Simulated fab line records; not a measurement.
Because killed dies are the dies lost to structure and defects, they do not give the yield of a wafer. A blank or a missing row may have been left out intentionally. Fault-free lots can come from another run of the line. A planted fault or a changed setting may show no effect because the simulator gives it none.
Chamber matching :: flow n5-finfet :: N5_BEOL_M9_CMP_52 on cmp-03: 4 sister chambers
The step polishes, stops on SiCOH lowk, t overpolish 7 s, target thk 140 nm. 8 wafers are shown with their chamber, then 12 later ones without.

## WAFERS WITH THEIR CHAMBER
wafer: L080.4
chamber: 1
motor-current-A (A): 5.9
time-to-endpoint-s (s): 64

wafer: L081.5
chamber: 3
motor-current-A (A): 6.1
time-to-endpoint-s (s): 60

wafer: L081.6
chamber: 0
motor-current-A (A): 5.7
time-to-endpoint-s (s): 65

wafer: L084.5
chamber: 0
motor-current-A (A): 5.4
time-to-endpoint-s (s): 65

wafer: L084.6
chamber: 3
motor-current-A (A): 6.4
time-to-endpoint-s (s): 61

wafer: L085.1
chamber: 1
motor-current-A (A): 5.7
time-to-endpoint-s (s): 63

wafer: L085.3
chamber: 2
motor-current-A (A): 6.1
time-to-endpoint-s (s): 65

wafer: L085.6
chamber: 2
motor-current-A (A): 6.4
time-to-endpoint-s (s): 65

## WAFERS WITH NO CHAMBER GIVEN
wafer: L086.1
motor-current-A (A): 5.6
time-to-endpoint-s (s): 64

wafer: L086.5
motor-current-A (A): 6.2
time-to-endpoint-s (s): 66

wafer: L086.6
motor-current-A (A): 6.4
time-to-endpoint-s (s): 66

wafer: L093.3
motor-current-A (A): 6.4
time-to-endpoint-s (s): 66

wafer: L093.4
motor-current-A (A): 6.6
time-to-endpoint-s (s): 72

wafer: L093.6
motor-current-A (A): 6.4
time-to-endpoint-s (s): 71

wafer: L094.1
motor-current-A (A): 5.7
time-to-endpoint-s (s): 70

wafer: L094.4
motor-current-A (A): 5.5
time-to-endpoint-s (s): 71

wafer: L094.5
motor-current-A (A): 5.5
time-to-endpoint-s (s): 74

wafer: L091.3
motor-current-A (A): 5.8
time-to-endpoint-s (s): 67

wafer: L091.5
motor-current-A (A): 6.1
time-to-endpoint-s (s): 69

wafer: L091.6
motor-current-A (A): 5.5
time-to-endpoint-s (s): 72

## CHAMBER TAKEN BY EACH
wafer: L086.1
from the rows above: can't be placed: 1 or 0
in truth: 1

wafer: L086.5
from the rows above: can't be placed: 2 or 0
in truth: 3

wafer: L086.6
from the rows above: 2
in truth: 2

wafer: L093.3
from the rows above: 2
in truth: 2

wafer: L093.4
from the rows above: can't be placed: 2 or 0
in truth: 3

wafer: L093.6
from the rows above: can't be placed: 2 or 0
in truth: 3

wafer: L094.1
from the rows above: can't be placed: 0 or 2
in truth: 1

wafer: L094.4
from the rows above: can't be placed: 0 or 2
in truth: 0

wafer: L094.5
from the rows above: can't be placed: 0 or 2
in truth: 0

wafer: L091.3
from the rows above: can't be placed: 0 or 2
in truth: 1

wafer: L091.5
from the rows above: can't be placed: 2 or 0
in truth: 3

wafer: L091.6
from the rows above: can't be placed: 0 or 2
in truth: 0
Placed correctly: 2 of 12. From these rows, 10 cannot be placed; in 4 the true chamber is one of the candidates. Wrongly placed: 0.
How it was worked out, from the rows above alone: a wafer's distance from a chamber is the root of the sum, over the readings, of the square of ((its reading less the chamber's mean) divided by the reading's scatter). If the next closest chamber is less than 2 further off than the closest, the wafer can't be placed; otherwise it belongs to the closest. The mean given for a chamber averages the wafers shown for that chamber. The scatter: take each reading less its chamber's mean, square it, sum over the shown wafers, divide by the number of wafers less the number of chambers, and take the root.
